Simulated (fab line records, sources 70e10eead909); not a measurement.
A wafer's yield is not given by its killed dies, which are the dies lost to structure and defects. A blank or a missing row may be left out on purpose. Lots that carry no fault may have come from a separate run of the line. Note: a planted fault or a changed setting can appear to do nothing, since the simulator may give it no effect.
Chamber matching / flow nandHarc / pecvd-04 running NHARC_THIN_TSV_DEP_43: 3 sister chambers
The step deposits SiO2, target thk 1328.5 nm. 14 wafers are shown with their chamber, then 7 later ones without.

== EACH WAFER AND ITS CHAMBER ==
wafer=L526.2; chamber=0; throttleValvePct (%)=16.8; chamberPressureTorr (Torr)=6.521
wafer=L526.3; chamber=2; throttleValvePct (%)=15.6; chamberPressureTorr (Torr)=6.490
wafer=L526.6; chamber=2; throttleValvePct (%)=15.5; chamberPressureTorr (Torr)=6.497
wafer=L524.3; chamber=2; throttleValvePct (%)=15.7; chamberPressureTorr (Torr)=6.513
wafer=L524.4; chamber=2; throttleValvePct (%)=15.5; chamberPressureTorr (Torr)=6.506
wafer=L524.5; chamber=0; throttleValvePct (%)=16.5; chamberPressureTorr (Torr)=6.512
wafer=L527.1; chamber=1; throttleValvePct (%)=16.8; chamberPressureTorr (Torr)=6.507
wafer=L527.4; chamber=0; throttleValvePct (%)=16.2; chamberPressureTorr (Torr)=6.496
wafer=L527.5; chamber=1; throttleValvePct (%)=16.8; chamberPressureTorr (Torr)=6.470
wafer=L541.3; chamber=0; throttleValvePct (%)=16.5; chamberPressureTorr (Torr)=6.504
wafer=L541.4; chamber=0; throttleValvePct (%)=16.7; chamberPressureTorr (Torr)=6.502
wafer=L541.5; chamber=1; throttleValvePct (%)=16.8; chamberPressureTorr (Torr)=6.474
wafer=L540.1; chamber=0; throttleValvePct (%)=16.6; chamberPressureTorr (Torr)=6.507
wafer=L540.4; chamber=0; throttleValvePct (%)=16.7; chamberPressureTorr (Torr)=6.518

SIGNATURES (means of the wafers above)
reading=throttleValvePct; chamber 0=16.571; chamber 1=16.800; chamber 2=15.575; scatter within a chamber=0.154
reading=chamberPressureTorr; chamber 0=6.50857; chamber 1=6.48367; chamber 2=6.50150; scatter within a chamber=0.0121
Rule: for each reading, subtract the chamber's mean from the wafer's reading, divide by that reading's scatter and square the result; add these up over the readings and take the root, which gives the wafer's distance from the chamber. If the next closest chamber is less than 2 further off than the closest, the wafer can't be placed; otherwise it belongs to the closest. The scatter: take each reading less its chamber's mean, square it, sum over the shown wafers, divide by the number of wafers less the number of chambers, and take the root.

== WAFERS MISSING THEIR CHAMBER ==
wafer=L540.5; throttleValvePct (%)=16.9; chamberPressureTorr (Torr)=6.483
wafer=L542.3; throttleValvePct (%)=15.8; chamberPressureTorr (Torr)=6.506
wafer=L542.5; throttleValvePct (%)=16.5; chamberPressureTorr (Torr)=6.477
wafer=L542.6; throttleValvePct (%)=15.5; chamberPressureTorr (Torr)=6.488
wafer=L547.1; throttleValvePct (%)=16.7; chamberPressureTorr (Torr)=6.511
wafer=L547.2; throttleValvePct (%)=16.9; chamberPressureTorr (Torr)=6.512
wafer=L547.6; throttleValvePct (%)=15.7; chamberPressureTorr (Torr)=6.536

== THE CHAMBER EACH PASSED THROUGH ==
wafer=L540.5; from the rows above=1; in truth=1
wafer=L542.3; from the rows above=2; in truth=2
wafer=L542.5; from the rows above=can't be placed: 1 or 0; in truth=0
wafer=L542.6; from the rows above=2; in truth=2
wafer=L547.1; from the rows above=can't be placed: 0 or 1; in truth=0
wafer=L547.2; from the rows above=can't be placed: 0 or 1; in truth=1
wafer=L547.6; from the rows above=2; in truth=2
Correctly placed: 4 of 7. From these rows, 3 cannot be placed; in 3 the true chamber is one of the candidates. Placed wrongly: 0.
